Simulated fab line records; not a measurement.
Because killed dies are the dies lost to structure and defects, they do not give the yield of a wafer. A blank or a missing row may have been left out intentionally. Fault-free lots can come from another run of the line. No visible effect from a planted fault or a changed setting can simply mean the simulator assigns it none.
Split-lot trial	flow n5Finfet	route with 1938 steps; 7 lots, 21 wafers read

## SPLIT DETAILS
At N5_DUMMY_GATE_PECVD_30 (deposits SiO2 from TEOS/O2, target thk 55 nm, time 10.8 s), the setting timeS was moved away from the recipe's 10.8 s on 12 of the 21 wafers read, by -14.3% to +14.8%. All remaining wafers had this setting at the recipe value.

## FROM THE SPLIT TO THE READING: what the file shows between them, 10 steps
- N5_DUMMY_GATE_COAT_35: time 60 s, resist thk 10 nm (also split here: spinRpm)
- N5_DUMMY_GATE_COAT_28: time 60 s, resist thk 10 nm
- N5_DUMMY_GATE_COAT_09: resist thk 30 nm
- N5_DUMMY_GATE_ETCH_29: etches underlayer in N2/H2, target depth 13 nm
- N5_DUMMY_GATE_ETCH_36: etches SiARC in CF4, target depth 13 nm
- N5_DUMMY_GATE_ETCH_37: etches SOC in N2/H2, target depth 60 nm, overetch 30 nm
- N5_DUMMY_GATE_STRIP_38: strips in N2/H2
- N5_DUMMY_GATE_STRIP_39: strips in N2/H2
- N5_DUMMY_GATE_ETCH_31: etches SiO2 in C4F6/O2, target depth 82.5 nm, time 27.5 s
- N5_DUMMY_GATE_STRIP_41: strips in O2

## THE READING
SiO2_of_DUMMY_GATE_PECVD_30.thkNm (the simulator's own value, which no gauge read), in nm, at N5_DUMMY_GATE_HM_OPEN_21 (chemistry CH3F/O2, target SiNx, target depth 120 nm, time 171.4 s). No usual value for it is given in the file. Average 44.7 nm, standard deviation 0.75 nm, over the 9 wafers here run with the recipe.

wafer	tool, chamber at the split	timeS as run, s	against the recipe	SiO2_of_DUMMY_GATE_PECVD_30.thkNm, nm	against lot-mates on the recipe
L081.3	pecvd-04, 1	10.8	recipe	43.8	-
L081.4	pecvd-04, 1	10.8	recipe	45.2	-
L081.5	pecvd-04, 0	10.8	recipe	45.2	-
L082.1	pecvd-04, 0	9.256	-14.3%	37.2	-6.9
L082.2	pecvd-04, 2	10.8	recipe	44	-
L082.5	pecvd-04, 1	10.8	recipe	44.2	-
L087.3	pecvd-01, 1	10.8	recipe	46.4	-
L087.4	pecvd-01, 0	12.34	+14.3%	53.2	+6.8
L087.5	pecvd-01, 1	12.34	+14.3%	53.8	+7.4
L089.2	pecvd-03, 0	11.8	+9.3%	49	no lot-mate on the recipe
L089.4	pecvd-03, 2	11.8	+9.3%	50.8	no lot-mate on the recipe
L089.6	pecvd-03, 0	11.8	+9.3%	49.8	no lot-mate on the recipe
L091.2	pecvd-04, 1	12.4	+14.8%	51.2	+6.8
L091.5	pecvd-04, 2	10.8	recipe	44.4	-
L091.6	pecvd-04, 1	12.4	+14.8%	53	+8.6
L093.1	pecvd-01, 1	10.38	-3.9%	43	-1.4
L093.3	pecvd-01, 0	10.8	recipe	44.4	-
L093.5	pecvd-01, 1	10.38	-3.9%	43.8	-0.6
L097.1	pecvd-03, 1	11.33	+4.9%	47.6	+2.8
L097.5	pecvd-03, 1	11.33	+4.9%	48.2	+3.4
L097.6	pecvd-03, 2	10.8	recipe	44.8	-

THE FIT
A straight line over all 21 wafers: SiO2_of_DUMMY_GATE_PECVD_30.thkNm changes by +0.539 nm for each +1% of timeS; r = +0.98; the points scatter about the line by 0.83 nm.
The same after taking each lot's own level away (the mean of its wafers on the recipe; 18 wafers): +0.493 nm for each +1%; r = +0.99; scatter 0.59 nm.
That fit puts the effect of the largest move of timeS on the reading at 7.3 nm.
The span of the lots' own levels, 44.10 to 46.40 nm, comes to 3.0 times the standard deviation stated above.
The two slopes agree, so the slope changes little with the lot-to-lot level.
Check: +7.74 nm against its lot-mates is what the line predicts for one of the wafers moved furthest among these (+14.8%) when that wafer is left out of the fit. Against them it came out at +6.8 nm.

## OTHER SPLITS ON THESE WAFERS
These wafers also went through other splits before the reading. Each is held against what the fit with the lots' levels taken away leaves over:
other split on the same wafers	wafers away from the commonest value	r with SiO2_of_DUMMY_GATE_PECVD_30.thkNm (lot level and that fit taken away)
N5_ZERO_LAYER_ETCH_18 icpW	8	+0.12
N5_PMOS_HMC_CHANNEL_EPI_PEB_07 pebTimeS	4	+0.03
N5_PMOS_HMC_CHANNEL_EPI_DEVELOP_08 developTimeS	8	-0.05
N5_FIN_SAQP_EXPOSE_13 doseMj	6	-0.03
N5_FIN_SAQP_DEVELOP_15 developTimeS	0	-
N5_FIN_SAQP_ETCH_34 sourceW	5	+0.15
N5_DUMMY_GATE_COAT_35 spinRpm	9	+0.30

## THE WHOLE CHAIN: every reading that the file lists as answering this split, in the file's order
step	what it does	reading	change (the file's fit)	r (the file's)
N5_DUMMY_GATE_PECVD_30	deposits SiO2 from TEOS/O2, target thk 55 nm, time 10.8 s	SiO2_of_DUMMY_GATE_PECVD_30.thkNm (the simulator's own value, which no gauge read)	+0.51 nm for each +1% of the setting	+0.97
N5_DUMMY_GATE_HM_OPEN_21	chemistry CH3F/O2, target SiNx, target depth 120 nm, time 171.4 s	SiO2_of_DUMMY_GATE_PECVD_30.thkNm (the simulator's own value, which no gauge read)	+0.5 nm for each +1% of the setting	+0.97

## FILE'S OWN FIT
SiO2_of_DUMMY_GATE_PECVD_30.thkNm changes by +0.5 nm for each +1% of timeS, r = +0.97.
